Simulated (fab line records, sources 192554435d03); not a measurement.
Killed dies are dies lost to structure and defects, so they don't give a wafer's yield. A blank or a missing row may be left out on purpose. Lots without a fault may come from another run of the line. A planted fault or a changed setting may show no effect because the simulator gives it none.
A struck lot beside a sound one | flow n5_finfet | 38 steps out of a route of 1938
Sound: wafers L230.3, L230.4, L230.5. Struck: wafer L245.6. (L245.3 of the same lot was not struck and is left out.) The cause comes at the end.
At each step with rows: each side's tool, then ch and its chambers, then its first start. Under that, the readings that differ: sound wafers | struck wafers | difference of the means | sigmas: that difference in standard deviations of wafers without a fault.
alike: readings whose means differ by less than 2 such deviations, and words and numbers that are the same on both sides. not compared: withheld readings, readings that some wafer has no value for, bounds like >300 that may hide the same value, and numbers for which the record gives no deviation and whose values overlap.
The two part at a step that has a row with sigmas, a row that says differs or no value, or rows on one side only. Numbers that don't overlap but have no deviation are shown without sigmas and don't part them. A reading that every wafer of one side lacks parts them only if that side has two wafers or more.

first, 10 steps without rows for these wafers: N5_DUMMY_GATE_ETCH_23 (etches poly-Si in HBr/Cl2/O2, target depth 41 nm, time 22.3 s); N5_DUMMY_GATE_ETCH_44 (etches poly-Si in HBr/O2, stops on SiO2, target depth 127.5 nm); N5_DUMMY_GATE_ETCH_42 (etches SiO2 in CHF3/O2, target depth 3.5 nm, time 31 s); N5_DUMMY_GATE_STRIP_48 (strips in N2/H2, time 20 s); N5_DUMMY_GATE_PRECLEAN_33 (cleans in dHF, time 10 s); N5_DUMMY_GATE_PRECLEAN_25 (cleans in O3/DIW, time 45 s); N5_DUMMY_GATE_PRECLEAN_51 (cleans in SC2, time 45 s); N5_DUMMY_GATE_SRD_26 (time 30 s); N5_DUMMY_GATE_UV_OZONE_45 (time 120 s); N5_SPACER0_ALD_07 (deposits SiNx, target thk 2 nm).
N5_SPACER0_ALD_00: deposits SiOCN, target thk 3.5 nm, pulse time 3 s, purge time 2 s.
  sound on ald_sin-02 ch 0,2,3, day 4 00:47; struck on ald_sin-02 ch 0, day 7 13:26
  reading                                   | sound       | struck | difference | sigmas
  ald_cycles                                | 58 58 58    | 43     | -15        |
  model.SiOCN_of_SPACER0_ALD_00.thk_nm (nm) | 3.6 3.4 3.6 | 2.6    | -0.9       |
  alike: heater_power_w, precursor_pulse_height_rel
then, 25 steps without rows for these wafers: N5_SPACER0_ALD_08 (deposits SiNx, target thk 2 nm); N5_SD_EPI_N_COAT_32 (time 60 s, resist thk 350 nm); N5_SD_EPI_N_COAT_33 (time 60 s, resist thk 35 nm); N5_SD_EPI_N_COAT_03 (resist thk 150 nm); N5_SD_EPI_N_EBR_05; N5_SD_EPI_N_SOFTBAKE_04 (time 60 s); N5_SD_EPI_N_EXPOSE_06 (exposes mask SD N BLK, target cd 120 nm); N5_SD_EPI_N_PEB_07 (peb time 60 s); N5_SD_EPI_N_DEVELOP_08 (develop time 30 s); N5_SD_EPI_N_DESCUM_14 (chemistry O2, time 7.9 s); N5_SD_EPI_N_ETCH_34 (etches SiARC in CF4, target depth 45.5 nm, time 75.8 s); N5_SD_EPI_N_ETCH_35 (etches SOC in N2/H2, overetch 108 nm, time 486 s); N5_SD_EPI_N_STRIP_36 (strips in N2/H2); N5_SD_EPI_N_ETCHBACK_44 (etches SiNx in CH3F/O2, stops on SiO2, target depth 14.5 nm); N5_SD_EPI_N_ETCH_45 (etches SiOCN in CH3F/O2, target depth 6 nm); N5_SD_EPI_N_ETCH_16 (etches SiO2 in CHF3/O2, target depth 5 nm); N5_SD_EPI_N_STRIP_47 (strips in CHF3/O2); N5_SD_EPI_N_SD_RECESS_17 (chemistry HBr/Cl2/O2, target depth 41 nm, time 23.7 s, bt time 3 s); N5_SD_EPI_N_STRIP_38 (strips in N2/H2); N5_SD_EPI_N_WET_ETCH_43 (etches SiO2 in dHF, time 14 s, target depth 1.5 nm); N5_SD_EPI_N_STRIP_18 (strips in SPM, time 750 s); N5_SD_EPI_N_SRD_20 (time 30 s); N5_SD_EPI_N_PRECLEAN_48 (cleans in NF3:NH3, afs cycles 2, time 20 s, sublimation time 60 s); N5_SD_EPI_N_VAPOR_ETCH_50 (etches Si in HCl, time 54 s); N5_SD_EPI_N_EPI_21 (deposits Si:P, time 690 s).
N5_SD_EPI_P_PRECLEAN_32: cleans in dHF, time 10 s.
  sound on wet_bench-05 ch 2,5,6, day 4 10:32; struck on wet_bench-03 ch 1, day 7 22:33
  reading                                   | sound       | struck | difference | sigmas
  model.SiOCN_of_SPACER0_ALD_00.thk_nm (nm) | 3.4 3.4 3.4 | 2.6    | -0.8       |
then, 1 step without rows for these wafers: N5_PASSIVATION_PROBE_49.

WHERE THEY PART
Nowhere in this record.

WHY: what the simulator had put in
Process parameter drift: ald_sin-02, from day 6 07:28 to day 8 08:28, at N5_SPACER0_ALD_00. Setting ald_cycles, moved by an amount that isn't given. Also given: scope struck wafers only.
